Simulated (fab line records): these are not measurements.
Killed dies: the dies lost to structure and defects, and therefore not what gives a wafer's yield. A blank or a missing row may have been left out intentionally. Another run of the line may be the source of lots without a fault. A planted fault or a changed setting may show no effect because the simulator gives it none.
fab line records ; flow n5_finfet
record: lots: 4; wafers: 12; last_day: 17
route steps=1938 shown DUMMY_GATE@247 SPACER0@258 SD_EPI_N@262 SD_EPI_P@329 SD_ACTIVATION@334 BEOL_M4@1111 PASSIVATION@1936
lots that met no fault: taken from a fault-free run of the same line
start_h: the number of hours between the record's first day and the start of the first shown wafer of the lot ; wait_h: how many hours have passed since the lot's step before this one ; " same as the row above ; L1.1+2: one row covering several wafers at once ; - value missing, or start not given ; * or withheld: withheld ; < > ~ a bound
route shown NAME@n: names a module that has steps shown in the file, with the first one's number in the route ; usual: average and standard deviation across the fault-free wafers ; same: alike in all rows ; chamber/n: place in a boat ; sites: per-site readings ; _std_site: standard deviation across them ; _edge_site: the outer-site mean with the inner-site mean subtracted ; radius_mm: how far each site lies from the wafer's centre ; mask NAME#n: copy n ; behind: tool/chamber where the wafer was last shaped ; hold: the reason the lot was held/the length of the hold in hours/how it ended ; device: the n, p or np transistor that did not switch ; end of line: tests of these same wafers at the route's end ; a step given without rows: its recipe and nothing more ; killed: dies lost to structure and defects at the first sort, not the wafer's yield ; map: dies across one wafer; x = killed, . = not, _ = none there
set.NAME: setting as actually run; set.NAME@STEP: the setting as run at that earlier step ; model.NAME: the simulator's own value behind a step, which no gauge read
lots seen at some steps along the route; tables by step, rows by wafer
services: the hour from which a tool's chamber was out of use, counted from the record's first day as start_h (under 0 if before that day), plus the number of hours and why
== steps ==
step: N5_DUMMY_GATE_ETCH_23
recipe: chemistry: HBr/Cl2/O2; HBr_flow_sccm: 150; Cl2_flow_sccm: 80; O2_flow_sccm: 12; bias_w: 102; target_depth_a: 410; time_s: 22.3; target: poly-Si; mask_material: SiO2; pressure_mtorr: 10; icp_w: 800
step: N5_DUMMY_GATE_ETCH_44
recipe: chemistry: HBr/O2; over_etch_frac: 0.7; target_depth_a: 1275; stop_on: SiO2; ion_energy_ev: 60; bias_w: 20; target: poly-Si; mask_material: SiO2; pressure_mtorr: 20; icp_w: 400; HBr_flow_sccm: 120; O2_flow_sccm: 10
step: N5_DUMMY_GATE_ETCH_42
recipe: chemistry: CHF3/O2; target: SiO2; target_depth_a: 35; time_s: 31; ion_energy_ev: 30; bias_w: 12; pressure_mtorr: 30; source_w: 600; Ar_flow_sccm: 200; CHF3_flow_sccm: 50; O2_flow_sccm: 5
step: N5_DUMMY_GATE_STRIP_48
recipe: chemistry: N2/H2; time_s: 20; power_w: 100; temp_c: 40; pressure_mtorr: 100; rf_frequency_hz: 6e+07; bias_power_w: 3; n2_flow_sccm: 300; h2_flow_sccm: 300
step: N5_DUMMY_GATE_PRECLEAN_33
recipe: chemistry: dHF; time_s: 10; dilution: 750:1; temp_c: 25
step: N5_DUMMY_GATE_PRECLEAN_25
recipe: chemistry: O3/DIW; time_s: 45; temp_c: 22; o3_ppm: 10
step: N5_DUMMY_GATE_PRECLEAN_51
recipe: chemistry: SC2; time_s: 45; temp_c: 35; mix: 1:1:50
step: N5_DUMMY_GATE_SRD_26
recipe: dry: ipa_marangoni; time_s: 30; temp_c: 23; rinse_liquid: diw
step: N5_DUMMY_GATE_UV_OZONE_45
recipe: time_s: 120; pressure_torr: 760; temp_c: 25
step: N5_SPACER0_ALD_07
recipe: material: SiNx; target_thk_a: 20; temp_c: 400; ald_precursor_family: SiH2I2; ald_co_reactant: N2/H2-plasma; pressure_torr: 2
step: N5_SPACER0_ALD_00
recipe: material: SiOCN; target_thk_a: 35; temp_c: 400; ald_precursor_family: alkyl-aminosilane; ald_co_reactant: O2/N2-plasma; pulse_time_s: 3; purge_time_s: 2; co_reactant_purge_time_s: 2; ald_cycles: 58; pressure_torr: 2
usual: chamber_pressure_Torr: 1.999/0.004; heater_power_w: 858/78; precursor_pulse_height_rel: 1.004/0.019
same: purge_time_s: 2
lot.wafer;tool;chamber;start_h;wait_h;chamber_pressure_Torr;heater_power_w;precursor_pulse_height_rel
L906.2;ald_sin-01;2;100.64;0.1;2.000;887;0.977
L906.5;ald_sin-01;0;100.64;0.1;1.992;968;0.997
L906.6;ald_sin-01;1;100.64;0.1;2.003;792;1.005
L911.2;ald_sin-01;0;128.15;0.1;2.000;975;0.994
L911.4;ald_sin-01;2;128.15;0.1;1.998;879;1.009
L911.5;ald_sin-01;1;128.15;0.1;1.997;820;1.006
L912.2;ald_sin-01;2;134.66;0.1;1.999;885;1.047
L912.3;ald_sin-01;3;134.66;0.1;2.003;826;0.980
L912.4;ald_sin-01;1;134.66;0.1;1.997;812;1.003
L917.3;ald_sin-02;1;164.45;0.1;1.997;830;1.011
L917.5;ald_sin-02;1;164.45;0.1;2.003;851;0.992
L917.6;ald_sin-02;0;164.45;0.1;2.010;939;1.003
step: N5_SPACER0_ALD_08
recipe: material: SiNx; target_thk_a: 20; temp_c: 400; ald_precursor_family: SiH2I2; ald_co_reactant: N2/H2-plasma; pressure_torr: 2
step: N5_SPACER0_INSPECT_04
recipe: inspect_instrument: darkfield; mode: post_dep
usual: raw_defect_count: 151/39
lot.wafer;tool;chamber;start_h;wait_h;raw_defect_count
L906.2;defect_inspect-01;-;101.05;0.1;164
L906.5;defect_inspect-01;-;101.05;0.1;132
L906.6;defect_inspect-01;-;101.05;0.1;110
L911.2;defect_inspect-01;-;128.56;0.1;141
L911.4;defect_inspect-01;-;128.56;0.1;147
L911.5;defect_inspect-01;-;128.56;0.1;849
L912.2;defect_inspect-01;-;135.07;0.1;155
L912.3;defect_inspect-01;-;135.07;0.1;104
L912.4;defect_inspect-01;-;135.07;0.1;873
L917.3;defect_inspect-02;-;164.87;0.1;144
L917.5;defect_inspect-02;-;164.87;0.1;122
L917.6;defect_inspect-02;-;164.87;0.1;148
step: N5_SD_EPI_N_COAT_32
recipe: resist: SOC; temp_c: 250; time_s: 60; spin_rpm: 1500; resist_thk_nm: 350
step: N5_SD_EPI_N_COAT_33
recipe: resist: SiARC; temp_c: 220; time_s: 60; spin_rpm: 1500; resist_thk_nm: 35
step: N5_SD_EPI_N_COAT_03
recipe: resist: CAR-ArF-block; spin_rpm: 1500; resist_thk_nm: 150
step: N5_SD_EPI_N_EBR_05
recipe: solvent: PGMEA; ebr_width_mm: 1.5
step: N5_SD_EPI_N_SOFTBAKE_04
recipe: temp_c: 110; time_s: 60; resist: CAR-ArF-block
step: N5_SD_EPI_N_EXPOSE_06
recipe: mask_id: SD_N_BLK; na: 1.35; source_shape: conventional; sigma_outer: 0.8; polarization: unpolarized; target_cd_nm: 120; dose_mj: 39.75
step: N5_SD_EPI_N_PEB_07
recipe: peb_temp_c: 110; peb_time_s: 60; resist: CAR-ArF-block
step: N5_SD_EPI_N_DEVELOP_08
recipe: develop_time_s: 30; developer: TMAH; resist: CAR-ArF-block; dev_temp_c: 23; rinse_liquid: diw; dry: air_spin
step: N5_SD_EPI_N_INSPECT_11
recipe: mode: adi; inspect_instrument: macro
usual: raw_defect_count: 2.0/1.2
lot.wafer;tool;chamber;start_h;wait_h;raw_defect_count
L906.2;defect_inspect-02;-;101.51;0.0;2
L906.5;defect_inspect-02;-;101.51;0.0;0
L906.6;defect_inspect-02;-;101.51;0.0;5
L911.2;defect_inspect-01;-;129.02;0.0;1
L911.4;defect_inspect-01;-;129.02;0.0;1
L911.5;defect_inspect-01;-;129.02;0.0;>300
L912.2;defect_inspect-02;-;135.53;0.0;2
L912.3;defect_inspect-02;-;135.53;0.0;3
L912.4;defect_inspect-02;-;135.53;0.0;>300
L917.3;defect_inspect-02;-;165.20;0.0;3
L917.5;defect_inspect-02;-;165.20;0.0;0
L917.6;defect_inspect-02;-;165.20;0.0;3
step: N5_SD_EPI_N_DESCUM_14
recipe: chemistry: O2; time_s: 7.9; source_power_w: 50; bias_power_w: 20; pressure_mtorr: 20; rf_frequency_hz: 2.712e+07; temp_c: 40; resist: CAR-ArF-block; o2_flow_sccm: 225
step: N5_SD_EPI_N_ETCH_34
recipe: chemistry: CF4; target: SiARC; target_depth_a: 455; mask_material: CAR-ArF-block; time_s: 75.8; ion_energy_ev: 80; pressure_mtorr: 40; source_w: 545; bias_w: 36; Ar_flow_sccm: 100; cf4_flow_sccm: 100; ends: cleared
step: N5_SD_EPI_N_ETCH_35
recipe: chemistry: N2/H2; target: SOC; overetch_a: 1080; mask_material: SiARC; temp_c: 40; ion_energy_ev: 100; source_w: 3000; bias_w: 133; pressure_mtorr: 20; time_s: 486; n2_flow_sccm: 200; h2_flow_sccm: 200
step: N5_SD_EPI_N_STRIP_36
recipe: chemistry: N2/H2; temp_c: 40; n2_flow_sccm: 200; h2_flow_sccm: 200; rf_frequency_hz: 6e+07
step: N5_SD_EPI_N_ETCHBACK_44
recipe: chemistry: CH3F/O2; mode: anisotropic_etchback; target: SiNx; target_depth_a: 145; stop_on: SiO2; over_etch_frac: 0.3; ion_energy_ev: 120; pressure_mtorr: 30; source_w: 395; bias_w: 73; Ar_flow_sccm: 150; CH3F_flow_sccm: 30; O2_flow_sccm: 20
step: N5_SD_EPI_N_ETCH_45
recipe: chemistry: CH3F/O2; target: SiOCN; target_depth_a: 60; mask_material: SOC; ion_energy_ev: 60; bias_w: 29; pressure_mtorr: 15; source_w: 410; Ar_flow_sccm: 150; CH3F_flow_sccm: 30; O2_flow_sccm: 20
step: N5_SD_EPI_N_ETCH_16
recipe: chemistry: CHF3/O2; target: SiO2; target_depth_a: 50; mask_material: SOC; pressure_mtorr: 30; source_w: 650; bias_w: 170; Ar_flow_sccm: 200; CHF3_flow_sccm: 50; O2_flow_sccm: 5; ion_energy_ev: 200
step: N5_SD_EPI_N_STRIP_47
recipe: chemistry: CHF3/O2; resist: SiARC; rf_frequency_hz: 6e+07
step: N5_SD_EPI_N_SD_RECESS_17
recipe: chemistry: HBr/Cl2/O2; target_depth_a: 410; mask_material: SOC; time_s: 23.7; bt_time_s: 3; pressure_mtorr: 10; icp_w: 800; bias_w: 112; HBr_flow_sccm: 150; Cl2_flow_sccm: 80; O2_flow_sccm: 12
step: N5_SD_EPI_N_STRIP_38
recipe: chemistry: N2/H2; power_w: 1000; temp_c: 250; h2_frac: 0.65; overash_fraction: 0.3; pressure_mtorr: withheld; n2_flow_sccm: 1750; h2_flow_sccm: 3250
step: N5_SD_EPI_N_WET_ETCH_43
recipe: chemistry: dHF; dilution: withheld; time_s: 14; target: SiO2; target_depth_a: 15; temp_c: 25
step: N5_SD_EPI_N_STRIP_18
recipe: chemistry: SPM; time_s: 750; temp_c: 130; h2so4_h2o2_vol_ratio: 4
step: N5_SD_EPI_N_SRD_20
recipe: dry: ipa_marangoni; do_ppb: 5; time_s: 30; temp_c: 23; rinse_liquid: diw
step: N5_SD_EPI_N_PRECLEAN_48
recipe: chemistry: NF3:NH3; afs_cycles: 2; temp_c: 30; time_s: 20; sublimation_temp_c: 180; sublimation_time_s: 60; pressure_torr: 3; rf_power_w: 30
step: N5_SD_EPI_N_VAPOR_ETCH_50
recipe: chemistry: HCl; target: Si; temp_c: 775; time_s: 54; pressure_torr: 20; mode: isotropic
step: N5_SD_EPI_N_EPI_21
recipe: material: Si:P; dopant: P; temp_c: 680; pressure_torr: 255; time_s: 690
step: N5_SD_EPI_N_INSPECT_26
recipe: inspect_instrument: darkfield; mode: post_epi
usual: raw_defect_count: 221/49
lot.wafer;tool;chamber;start_h;wait_h;raw_defect_count
L906.2;defect_inspect-02;-;105.74;0.1;256
L906.5;defect_inspect-02;-;105.74;0.1;195
L906.6;defect_inspect-02;-;105.74;0.1;179
L911.2;defect_inspect-01;-;134.85;0.1;161
L911.4;defect_inspect-01;-;134.85;0.1;199
L911.5;defect_inspect-01;-;134.85;0.1;930
L912.2;defect_inspect-01;-;140.48;0.1;225
L912.3;defect_inspect-01;-;140.48;0.1;160
L912.4;defect_inspect-01;-;140.48;0.1;924
L917.3;defect_inspect-01;-;169.36;0.1;159
L917.5;defect_inspect-01;-;169.36;0.1;170
L917.6;defect_inspect-01;-;169.36;0.1;208
step: N5_SD_EPI_P_INSPECT_26
recipe: inspect_instrument: darkfield; mode: post_epi
usual: raw_defect_count: 194/41
lot.wafer;tool;chamber;start_h;wait_h;raw_defect_count
L906.2;defect_inspect-02;-;109.94;0.0;232
L906.5;defect_inspect-02;-;109.94;0.0;161
L906.6;defect_inspect-02;-;109.94;0.0;140
L911.2;defect_inspect-02;-;139.17;0.0;154
L911.4;defect_inspect-02;-;139.17;0.0;182
L911.5;defect_inspect-02;-;139.17;0.0;906
L912.2;defect_inspect-01;-;144.70;0.0;157
L912.3;defect_inspect-01;-;144.70;0.0;122
L912.4;defect_inspect-01;-;144.70;0.0;914
L917.3;defect_inspect-02;-;175.40;0.0;182
L917.5;defect_inspect-02;-;175.40;0.0;144
L917.6;defect_inspect-02;-;175.40;0.0;155
step: N5_SD_ACTIVATION_INSPECT_02
recipe: inspect_instrument: darkfield; mode: post_anneal
usual: raw_defect_count: 196/41
lot.wafer;tool;chamber;start_h;wait_h;raw_defect_count
L906.2;defect_inspect-02;-;110.73;0.1;224
L906.5;defect_inspect-02;-;110.73;0.1;175
L906.6;defect_inspect-02;-;110.73;0.1;152
L911.2;defect_inspect-02;-;139.97;0.1;161
L911.4;defect_inspect-02;-;139.97;0.1;190
L911.5;defect_inspect-02;-;139.97;0.1;913
L912.2;defect_inspect-01;-;145.57;0.1;159
L912.3;defect_inspect-01;-;145.57;0.1;134
L912.4;defect_inspect-01;-;145.57;0.1;921
L917.3;defect_inspect-02;-;176.22;0.1;181
L917.5;defect_inspect-02;-;176.22;0.1;151
L917.6;defect_inspect-02;-;176.22;0.1;162
step: N5_BEOL_M4_RC_MEAS_101
usual: DIBL_N: 36.4/1.6; DIBL_P: 36.2/1.8; IOFF_N: 0.159/0.029; IOFF_P: 0.21/0.034; ION_N: 670/12; ION_P: 459/8.2; SS_N: 71.5/0.59; SS_P: 73.2/0.54; VT_N: 250/3.3; VT_P: -250/3.7
lot.wafer;tool;chamber;start_h;wait_h;DIBL_N[mV/V];DIBL_P[mV/V];IOFF_N[nA/um];IOFF_P[nA/um];ION_N[uA/um];ION_P[uA/um];SS_N[mV/dec];SS_P[mV/dec];VT_N[mV];VT_P[mV]
L906.2;prober-01;0;256.75;0.2;36.7;37.9;0.171;0.21;669;454;72.5;73.3;248;-252
L906.5;prober-01;0;256.75;0.2;34.8;35.3;0.136;0.16;661;447;71.7;72.5;253;-255
L906.6;prober-01;0;256.75;0.2;36.0;37.3;0.160;0.19;670;452;71.4;72.8;249;-256
L912.2;prober-02;0;258.55;0.2;37.3;36.2;0.170;0.20;668;459;71.8;73.3;249;-250
L912.3;prober-02;0;258.55;0.2;34.6;33.0;0.116;0.16;657;451;71.1;72.5;257;-251
L912.4;prober-02;0;258.55;0.2;39.6;39.0;0.220;0.24;690;466;71.7;73.3;247;-251
L911.2;prober-02;0;278.40;0.2;37.9;37.1;0.174;0.22;672;456;72.0;73.4;250;-252
L911.4;prober-02;0;278.40;0.2;36.1;34.8;0.153;0.19;667;451;71.5;72.8;250;-254
L911.5;prober-02;0;278.40;0.2;37.7;36.0;0.163;0.21;670;458;72.4;73.5;249;-250
L917.3;prober-02;0;294.08;0.3;37.1;35.8;0.149;0.22;675;468;71.9;73.7;248;-250
L917.5;prober-02;0;294.08;0.3;36.1;35.0;0.148;0.22;665;458;71.8;73.3;251;-248
L917.6;prober-02;0;294.08;0.3;37.3;35.3;0.160;0.21;673;461;71.1;72.7;250;-250
step: N5_PASSIVATION_PROBE_49
usual: defect_limited_yield: 91.1/1.5; killed_at_M0_to_M3: 33/9.9; killed_at_M4_up: 14/5.2; killed_at_contacts: 12/6.7; killed_at_front_end: 43/13; killed_at_other: 3.4/2.7; killed_dies: 105/17; killed_on_rim: 14/4.2; killed_open: 69/13; killed_short: 33/7.5; sort_bin_5_function: 5.2/0.91; sort_bin_6_memory: 3.3/0.71; sort_n_pass: 1075/17; sort_yield_pct: 91.1/1.5
same: gross_dies: 1180; killed_at_back_side: 0; sort_bin_4_leakage[%]: 0; sort_bin_8_speed[%]: 0
lot.wafer;tool;chamber;start_h;wait_h;defect_limited_yield[%];killed_at_M0_to_M3;killed_at_M4_up;killed_at_contacts;killed_at_front_end;killed_at_other;killed_dies;killed_on_rim;killed_open;killed_short;sort_bin_5_function[%];sort_bin_6_memory[%];sort_n_pass;sort_yield_pct[%]
L906.2;prober-01;-;357.31;0.1;90.8;26;12;16;48;7;109;16;85;24;5.4;3.7;1071;90.8
L906.5;prober-01;-;357.46;0.2;91.9;23;9;10;50;3;95;13;65;30;4.4;3.3;1085;91.9
L906.6;prober-01;-;357.51;0.3;93.8;21;7;9;31;5;73;7;46;25;3.5;2.6;1107;93.8
L912.2;prober-02;-;360.28;0.1;91.1;45;9;20;29;2;105;11;70;32;5.3;3.1;1075;91.1
L912.3;prober-02;-;360.33;0.1;91.0;41;15;20;29;1;106;10;76;29;5.4;3.1;1074;91.0
L912.4;prober-02;-;360.38;0.2;84.2;29;8;8;132;10;187;34;46;37;9.7;3.9;993;84.2
L911.2;prober-01;-;373.33;0.1;89.8;19;11;10;73;7;120;24;78;41;6.7;3.1;1060;89.8
L911.4;prober-01;-;373.43;0.2;89.1;27;17;8;75;2;129;16;76;46;6.0;3.8;1051;89.1
L911.5;prober-01;-;373.48;0.2;84.5;21;12;6;141;3;183;21;56;24;9.8;3.3;997;84.5
L917.3;prober-01;-;405.68;0.1;91.9;19;3;22;47;5;96;7;61;33;5.0;2.9;1084;91.9
L917.5;prober-01;-;405.78;0.2;91.2;33;12;15;43;1;104;20;68;32;4.8;3.6;1076;91.2
L917.6;prober-01;-;405.83;0.3;92.5;13;13;12;43;7;88;12;56;29;4.8;2.5;1092;92.5
killed by level:class
L906.2 FIN_SAQP:geometric_particle:open=16 MOL_CONTACT_COAG:geometric_particle:open=12 FIN_SAQP:geometric_particle:short=7 BEOL_M0_SAQP:geometric_particle:open=7 STI_FIN_REVEAL:geometric_particle:open=5 DUMMY_GATE:geometric_particle:open=5 ILD0:geometric_particle:open=5 MOL_CONTACT_COAG:geometric_particle:short=4
L906.5 FIN_SAQP:geometric_particle:open=16 MOL_CONTACT_COAG:geometric_particle:open=9 BEOL_M3:geometric_particle:open=8 DUMMY_GATE:geometric_particle:open=7 FIN_SAQP:geometric_particle:short=6 DUMMY_GATE:geometric_particle:short=5 BEOL_M2:geometric_particle:open=5 BEOL_M0_SAQP:geometric_particle:open=4
L906.6 FIN_SAQP:geometric_particle:open=8 MOL_CONTACT_COAG:geometric_particle:open=7 BEOL_M1:geometric_particle:open=7 FIN_SAQP:geometric_particle:short=6 BEOL_M0_SAQP:geometric_particle:open=5 BEOL_M4:geometric_particle:open=4 BEOL_M0_SAQP:geometric_particle:short=3 STARTING-WAFER:geometric_particle:short=3
L912.2 BEOL_M2:geometric_particle:open=22 MOL_CONTACT_COAG:geometric_particle:open=19 FIN_SAQP:geometric_particle:short=9 BEOL_M3:geometric_particle:open=6 BEOL_M4:geometric_particle:short=5 STI_FIN_REVEAL:geometric_particle:open=4 BEOL_M0_SAQP:geometric_particle:short=4 BEOL_M0_SAQP:geometric_particle:open=4
L912.3 MOL_CONTACT_COAG:geometric_particle:open=17 BEOL_M2:geometric_particle:open=15 BEOL_M0_SAQP:geometric_particle:open=12 BEOL_M4:geometric_particle:open=9 BEOL_M0_SAQP:geometric_particle:short=6 STI_FIN_REVEAL:geometric_particle:open=6 FIN_SAQP:geometric_particle:short=4 SDB:geometric_particle:short=4
L912.4 SPACER0:unspecified=103 BEOL_M1:geometric_particle:open=9 FIN_SAQP:geometric_particle:short=8 BEOL_M0_SAQP:geometric_particle:short=7 BEOL_M2:geometric_particle:open=7 MOL_CONTACT_COAG:geometric_particle:open=6 FIN_SAQP:geometric_particle:open=4 STI_FIN_REVEAL:geometric_particle:open=4
L911.2 STI_FIN_REVEAL:geometric_particle:open=21 FIN_SAQP:geometric_particle:short=21 FIN_SAQP:geometric_particle:open=12 MOL_CONTACT_COAG:geometric_particle:open=8 DUMMY_GATE:geometric_particle:open=7 STI_FIN_REVEAL:geometric_particle:short=5 BEOL_M3:geometric_particle:open=5 BEOL_M4:geometric_particle:open=5
L911.4 STI_FIN_REVEAL:geometric_particle:open=20 FIN_SAQP:geometric_particle:short=17 FIN_SAQP:geometric_particle:open=13 STI_FIN_REVEAL:geometric_particle:short=8 MOL_CONTACT_COAG:geometric_particle:open=7 HKMG_FIN:area_etch=6 BEOL_M0_SAQP:geometric_particle:open=5 BEOL_M4:geometric_particle:open=5
L911.5 SPACER0:unspecified=100 STI_FIN_REVEAL:geometric_particle:open=8 FIN_SAQP:geometric_particle:open=7 BEOL_M3:geometric_particle:open=7 DUMMY_GATE:geometric_particle:open=7 MOL_CONTACT_COAG:geometric_particle:open=6 FIN_SAQP:geometric_particle:short=5 STI_FIN_REVEAL:geometric_particle:short=4
L917.3 MOL_CONTACT_COAG:geometric_particle:open=20 FIN_SAQP:geometric_particle:short=12 DUMMY_GATE:geometric_particle:open=12 STI_FIN_REVEAL:geometric_particle:open=7 BEOL_M0_SAQP:geometric_particle:short=6 FIN_SAQP:geometric_particle:open=5 DUMMY_GATE:geometric_particle:short=4 BEOL_M0_SAQP:geometric_particle:open=3
L917.5 MOL_CONTACT_COAG:geometric_particle:open=12 STI_FIN_REVEAL:geometric_particle:open=8 BEOL_M1:geometric_particle:open=8 BEOL_M2:geometric_particle:open=7 BEOL_M4:geometric_particle:open=6 DUMMY_GATE:geometric_particle:open=5 BEOL_M0:geometric_particle:open=5 FIN_SAQP:geometric_particle:open=4
L917.6 STI_FIN_REVEAL:geometric_particle:open=10 DUMMY_GATE:geometric_particle:open=8 MOL_CONTACT_COAG:geometric_particle:open=7 FIN_SAQP:geometric_particle:short=5 BEOL_M4:geometric_particle:open=5 STARTING-WAFER:geometric_particle:short=5 FIN_SAQP:geometric_particle:open=4 MOL_CONTACT_COAG:geometric_particle:short=4
map L911.5 (x killed, . not)
_________________...........x________________
______________.................._____________
___________.x.........x.....x......__________
__________...................x......_________
________....x............x............_______
_______...........x..x..x.x............______
______.........xx...x...x.x............._____
_____....................x..x.....x......____
____......x....x..............x...x......x___
___...........x.x..........................__
___..........x...........................x.__
__.........xx..............................._
__.......x...........x.............x........_
_.......x....x.................x.............
_....................x.....x.................
_.x..............................x...........
_.......x.........................x.........x
_.x.x......x..x.x.........x..x...............
_...x......x...............x.................
_.....xx..x.....xx......x..x.....x....x.x....
_.....xx.xxx.x...........x...................
__.x.x.xxxxxxx.x..x.....xx..x............x.._
__.xxxxxxxxxx.x............................._
___.xxxxxxxxxxxxx..............x...........__
___xxxxxxxxxxxx..x.........................__
____xxxxxxxxxxx....x......................___
_____xxxxxxxxxx.x...x....................____
______xxxxxxxxxxx.............x........._____
_______xxxxxxxx....xx...............x..______
________xxxxx.x......x................_______
__________..x.x.x..................._________
___________x.......................__________
______________.................._____________
_________________........x..x________________
map L912.4 (x killed, . not)
_________________x..xx.....x.________________
______________.......x.........x_____________
___________..x....x....x...........__________
__________x....................x...._________
________...x...x.............x.......x_______
_______......x....x....................______
______......x..x...x...................._____
_____....x...........................x...____
____...........x.......x......x...........___
___....x..................x...........x....__
___.........x...x................x.x.......__
__.x...x...x........x.....x................._
__x..................x......................_
_......x............xx.......................
_.....................x....................x.
_.....x.....................................x
_....x..................................x....
_x........................................x..
_.x......x.........x..x................x.....
_.......x.xx................x......x.........
_..x.xx..x.xx..x...........x...x.............
__...xxxx.xx................................_
__x.xxxxxxxxxxx.x..........................._
___xxxxxxxxxxxxx......x.....x.x............__
___.xxxxxxxxxxx.....x......................__
____xxxxxxxxxxx..x............x.x...x.....___
_____xxxxxxxxx.x.xx.....x.x..............____
______xxxxxxxxxxx.x...................x._____
_______xxxxxxxx.x..x.................x.______
________xxx.xx.xx....x................_______
__________.xx..x......x............._________
___________xx..............x.......__________
______________................xx_____________
_________________...........x________________
== services ==
tool;chamber;start_h;hours;kind
ald_sin-02;0;148.67;4.0;repair
== key ==
first_sign: step: N5_SPACER0_INSPECT_04; reading: raw_defect_count; direction: up; sigmas: 18; usual: 151; struck: 861
effect: step: N5_SD_EPI_N_INSPECT_11; reading: raw_defect_count; direction: up; sigmas: 99+; usual: 2.0; struck: >300
effect: step: N5_SD_EPI_N_INSPECT_26; reading: raw_defect_count; direction: up; sigmas: 14; usual: 221; struck: 927
effect: step: N5_SD_EPI_P_INSPECT_26; reading: raw_defect_count; direction: up; sigmas: 17; usual: 194; struck: 910
effect: step: N5_SD_ACTIVATION_INSPECT_02; reading: raw_defect_count; direction: up; sigmas: 17; usual: 196; struck: 917
effect: step: N5_PASSIVATION_PROBE_49; reading: killed_at_front_end; direction: up; sigmas: 7.3; usual: 43; struck: 136
more_kills_born_at: N5_SPACER0_ALD_00@ald_sin-01: 203
met_at N5_SPACER0_ALD_00
struck_wafers L911.5,L912.4
onset_between 100.64 128.15
fault: kind: chamber_particle_source; tool: ald_sin-01; chamber: 1; onset_h: 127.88; steps: N5_SPACER0_ALD_00; rate_per_visit_cm2: 1.1439; end_h: 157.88
